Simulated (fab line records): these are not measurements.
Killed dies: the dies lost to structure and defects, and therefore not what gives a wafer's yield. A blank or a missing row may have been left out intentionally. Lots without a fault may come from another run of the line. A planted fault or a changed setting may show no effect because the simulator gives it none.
Matching of chambers ; flow n5_finfet ; N5_BEOL_M4_PRE_CLEAN_60 on cvd_co-02 has 3 sister chambers
The step time 15 s. 14 wafers are shown with their chamber, then 6 later ones without.

WAFERS, EACH WITH ITS CHAMBER
wafer;chamber;heater_power_w (W)
L455.1;2;105
L455.4;1;29
L455.6;2;103
L456.4;0;83
L456.5;2;103
L456.6;1;30
L465.2;2;104
L465.6;0;84
L473.2;1;30
L473.5;0;82
L473.6;1;29
L474.2;1;30
L474.4;1;29
L474.5;2;102

SIGNATURES, as means of the wafers listed above
reading;chamber 0;chamber 1;chamber 2;scatter within a chamber
heater_power_w;83.00;29.50;103.40;0.889
Rule: a wafer lies at a distance from a chamber equal to the root of the sum of squares, over the readings, of (its reading less the chamber's mean, divided by the reading's scatter). If the next closest chamber is less than 2 further off than the closest, the wafer can't be placed; otherwise it belongs to the closest. The scatter: take each reading less its chamber's mean, square it, sum over the shown wafers, divide by the number of wafers less the number of chambers, and take the root.

WAFERS WITH NO CHAMBER GIVEN
wafer;heater_power_w (W)
L476.3;104
L476.5;103
L476.6;30
L477.1;31
L477.3;30
L477.4;101

WHICH CHAMBER EACH WENT THROUGH
wafer;from the rows above;in truth
L476.3;2;2
L476.5;2;2
L476.6;1;1
L477.1;1;1
L477.3;1;1
L477.4;2;2
6 of 6 placed correctly. Can't be placed from these rows: 0. Number placed wrongly: 0.
